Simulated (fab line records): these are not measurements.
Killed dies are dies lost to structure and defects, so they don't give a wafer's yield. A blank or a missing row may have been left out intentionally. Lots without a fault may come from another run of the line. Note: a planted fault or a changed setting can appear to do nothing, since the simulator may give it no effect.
Which tool is to blame? :: flow n5-finfet :: 11 lots, 33 wafers sampled, at 4 steps of a route of 1938

WHAT EACH GAUGE READ, for each wafer
N5_BEOL_M8_CD_MEAS_35 targets a cd of 40 nm. Usual: 40.2 nm for cd-nm, sd 0.63.
lot: L220
measured: day 9 17:25
on: cd-sem-01
cd-nm (nm): 40.1 40.1 39.9
flag: 

lot: L221
measured: day 9 20:40
on: cd-sem-01
cd-nm (nm): 40.4 41.2 40.3
flag: 

lot: L222
measured: day 9 20:56
on: cd-sem-03
cd-nm (nm): 39.8 38.8 40.0
flag: 

lot: L224
measured: day 10 16:06
on: cd-sem-02
cd-nm (nm): 41.0 40.9 41.0
flag: 

lot: L233
measured: day 13 06:05
on: cd-sem-02
cd-nm (nm): 41.0 39.5 40.4
flag: 

lot: L235
measured: day 13 17:05
on: cd-sem-02
cd-nm (nm): 40.0 40.6 40.0
flag: 

lot: L237
measured: day 13 19:18
on: cd-sem-01
cd-nm (nm): 42.0 40.9 41.1
flag: 

lot: L238
measured: day 14 07:58
on: cd-sem-01
cd-nm (nm): 41.4 41.2 42.0
flag: 

lot: L241
measured: day 14 12:56
on: cd-sem-03
cd-nm (nm): 39.5 40.3 39.8
flag: 

lot: L240
measured: day 15 04:55
on: cd-sem-01
cd-nm (nm): 40.2 39.7 39.3
flag: 

lot: L243
measured: day 16 16:44
on: cd-sem-02
cd-nm (nm): 39.8 39.6 39.1
flag: 

N5_BEOL_M9_CD_MEAS_11 targets a cd of 64.1 nm. Usual: 63.7 nm for cd-nm, sd 0.59.
lot: L220
measured: day 9 21:35
on: cd-sem-02
cd-nm (nm): 63.6 63.3 64.2
flag: 

lot: L221
measured: day 10 01:10
on: cd-sem-03
cd-nm (nm): 63.1 63.5 62.7
flag: 

lot: L222
measured: day 10 01:35
on: cd-sem-03
cd-nm (nm): 63.2 63.8 63.8
flag: 

lot: L224
measured: day 10 23:17
on: cd-sem-01
cd-nm (nm): 64.4 63.6 63.7
flag: 

lot: L233
measured: day 13 10:30
on: cd-sem-01
cd-nm (nm): 64.4 63.5 64.0
flag: 

lot: L235
measured: day 13 22:48
on: cd-sem-02
cd-nm (nm): 63.3 64.8 63.6
flag: 

lot: L237
measured: day 14 01:47
on: cd-sem-01
cd-nm (nm): 63.2 63.7 64.5
flag: 

lot: L238
measured: day 14 14:02
on: cd-sem-02
cd-nm (nm): 64.5 63.5 65.1
flag: 

lot: L241
measured: day 14 18:41
on: cd-sem-02
cd-nm (nm): 62.9 64.3 64.0
flag: 

lot: L240
measured: day 15 10:43
on: cd-sem-01
cd-nm (nm): 63.4 63.3 63.1
flag: 

lot: L243
measured: day 16 23:19
on: cd-sem-02
cd-nm (nm): 63.3 63.7 64.1
flag: 

EACH LOT AND THE TOOL THAT RAN IT (in order: tool; ch and the chambers of the sampled wafers; start)
lot: L220
N5_BEOL_M9_CURE_71: uv-cure-03 ch 2, day 9 19:38
N5_BEOL_M9_PECVD_70: pecvd-01 ch 0,1, day 9 20:06

lot: L221
N5_BEOL_M9_CURE_71: uv-cure-03 ch 1, day 9 22:57
N5_BEOL_M9_PECVD_70: pecvd-01 ch 0,1, day 9 23:30

lot: L222
N5_BEOL_M9_CURE_71: uv-cure-03 ch 2, day 10 00:17
N5_BEOL_M9_PECVD_70: pecvd-01 ch 1, day 10 00:49

lot: L224
N5_BEOL_M9_CURE_71: uv-cure-01 ch 1, day 10 19:26
N5_BEOL_M9_PECVD_70: pecvd-01 ch 0,1,2, day 10 19:49

lot: L233
N5_BEOL_M9_CURE_71: uv-cure-03 ch 1, day 13 09:10
N5_BEOL_M9_PECVD_70: pecvd-03 ch 0,1,2, day 13 09:38

lot: L235
N5_BEOL_M9_CURE_71: uv-cure-02 ch 1, day 13 20:08
N5_BEOL_M9_PECVD_70: pecvd-01 ch 1,2, day 13 20:41

lot: L237
N5_BEOL_M9_CURE_71: uv-cure-02 ch 1, day 13 23:26
N5_BEOL_M9_PECVD_70: pecvd-01 ch 1,2, day 13 23:59

lot: L238
N5_BEOL_M9_CURE_71: uv-cure-03 ch 2, day 14 12:01
N5_BEOL_M9_PECVD_70: pecvd-03 ch 0,1,2, day 14 12:34

lot: L241
N5_BEOL_M9_CURE_71: uv-cure-02 ch 1, day 14 16:47
N5_BEOL_M9_PECVD_70: pecvd-01 ch 1,2, day 14 17:16

lot: L240
N5_BEOL_M9_CURE_71: uv-cure-01 ch 0, day 15 08:04
N5_BEOL_M9_PECVD_70: pecvd-01 ch 0,1,2, day 15 08:32

lot: L243
N5_BEOL_M9_CURE_71: uv-cure-01 ch 1, day 16 21:42
N5_BEOL_M9_PECVD_70: pecvd-03 ch 1,2, day 16 22:15
- N5_BEOL_M9_CURE_71: cures SiCOH lowk, time 240 s.
- N5_BEOL_M9_PECVD_70: deposits SiO2 from TEOS/O2, target thk 20 nm, time 22.7 s.

AS READ BY THE TOOLS THEMSELVES (means over the sampled wafers that have a number; for cases with no such wafer, the mark the record gives instead)
N5_BEOL_M9_CURE_71. Usual: lamp-power-pct 52.32 %, standard deviation 0.051; wafer_temp_C_max 386.9, standard deviation 0.94.
lot: L220
tool: uv-cure-03
lamp-power-pct (%): 52.29
wafer_temp_C_max: 386.4
flag: 

lot: L221
tool: uv-cure-03
lamp-power-pct (%): 52.37
wafer_temp_C_max: 386.5
flag: 

lot: L222
tool: uv-cure-03
lamp-power-pct (%): 52.29
wafer_temp_C_max: 386.5
flag: 

lot: L224
tool: uv-cure-01
lamp-power-pct (%): 52.29
wafer_temp_C_max: 386.4
flag: 

lot: L233
tool: uv-cure-03
lamp-power-pct (%): 52.32
wafer_temp_C_max: 386.3
flag: 

lot: L235
tool: uv-cure-02
lamp-power-pct (%): 52.30
wafer_temp_C_max: 389.1
flag: 

lot: L237
tool: uv-cure-02
lamp-power-pct (%): 52.29
wafer_temp_C_max: 388.6
flag: 

lot: L238
tool: uv-cure-03
lamp-power-pct (%): 52.29
wafer_temp_C_max: 385.9
flag: 

lot: L241
tool: uv-cure-02
lamp-power-pct (%): 52.36
wafer_temp_C_max: 387.5
flag: 

lot: L240
tool: uv-cure-01
lamp-power-pct (%): 52.31
wafer_temp_C_max: 387.9
flag: 

lot: L243
tool: uv-cure-01
lamp-power-pct (%): 52.35
wafer_temp_C_max: 385.9
flag: 

N5_BEOL_M9_PECVD_70. Usual: heater-power-outer-w 416 W, standard deviation 54; heater-power-w 733 W, standard deviation 68; showerhead-plenum-p-Torr 8.82 Torr, standard deviation 0.056; susceptor-temp-C 399.96 C, standard deviation 0.22; throttle-valve-pct 22.2 %, standard deviation 1.4.
lot: L220
tool: pecvd-01
heater-power-outer-w (W): 482
heater-power-w (W): 819
showerhead-plenum-p-Torr (Torr): 8.79
susceptor-temp-C (C): 399.94
throttle-valve-pct (%): 22.0
flag: 

lot: L221
tool: pecvd-01
heater-power-outer-w (W): 470
heater-power-w (W): 787
showerhead-plenum-p-Torr (Torr): 8.83
susceptor-temp-C (C): 399.84
throttle-valve-pct (%): 22.8
flag: 

lot: L222
tool: pecvd-01
heater-power-outer-w (W): 476
heater-power-w (W): 806
showerhead-plenum-p-Torr (Torr): 8.75
susceptor-temp-C (C): 407.83
throttle-valve-pct (%): 21.2
flag: OFF

lot: L224
tool: pecvd-01
heater-power-outer-w (W): 460
heater-power-w (W): 808
showerhead-plenum-p-Torr (Torr): 8.80
susceptor-temp-C (C): 408.02
throttle-valve-pct (%): 21.3
flag: OFF

lot: L233
tool: pecvd-03
heater-power-outer-w (W): 393
heater-power-w (W): 701
showerhead-plenum-p-Torr (Torr): 8.83
susceptor-temp-C (C): 399.74
throttle-valve-pct (%): 22.5
flag: 

lot: L235
tool: pecvd-01
heater-power-outer-w (W): 449
heater-power-w (W): 773
showerhead-plenum-p-Torr (Torr): 8.77
susceptor-temp-C (C): 400.32
throttle-valve-pct (%): 20.6
flag: 

lot: L237
tool: pecvd-01
heater-power-outer-w (W): 403
heater-power-w (W): 725
showerhead-plenum-p-Torr (Torr): 8.76
susceptor-temp-C (C): 400.10
throttle-valve-pct (%): 20.6
flag: 

lot: L238
tool: pecvd-03
heater-power-outer-w (W): 405
heater-power-w (W): 707
showerhead-plenum-p-Torr (Torr): 8.82
susceptor-temp-C (C): 400.05
throttle-valve-pct (%): 22.6
flag: 

lot: L241
tool: pecvd-01
heater-power-outer-w (W): 406
heater-power-w (W): 722
showerhead-plenum-p-Torr (Torr): 8.77
susceptor-temp-C (C): 399.94
throttle-valve-pct (%): 20.4
flag: 

lot: L240
tool: pecvd-01
heater-power-outer-w (W): 422
heater-power-w (W): 746
showerhead-plenum-p-Torr (Torr): 8.81
susceptor-temp-C (C): 399.99
throttle-valve-pct (%): 21.6
flag: 

lot: L243
tool: pecvd-03
heater-power-outer-w (W): 379
heater-power-w (W): 685
showerhead-plenum-p-Torr (Torr): 8.83
susceptor-temp-C (C): 399.95
throttle-valve-pct (%): 23.4
flag: 

THE ANSWER, worked out from the rows above alone
Rule: a lot is off if the mean of its wafers that have a number lies more than 3 standard deviations from the usual mean. A lot without any number at a reading at which 4 lots or more have one is off too. Any other lot the step has rows for is counted as sound. The gauges are gone through in route order, then the tools' own readings, and for those a lot's mean is taken as printed above. The first step at which some lot is off is used, and at that step the reading that is off furthest; a lot without a number counts as furthest.
Off at N5_BEOL_M9_PECVD_70 (susceptor-temp-C): L222, L224.
If a tool, at that step or one of the process steps before it, ran each lot that is off and ran no sound lot following the first of them, it fits. Of those tried, none fits.

WHAT WAS PUT IN BY THE SIMULATOR
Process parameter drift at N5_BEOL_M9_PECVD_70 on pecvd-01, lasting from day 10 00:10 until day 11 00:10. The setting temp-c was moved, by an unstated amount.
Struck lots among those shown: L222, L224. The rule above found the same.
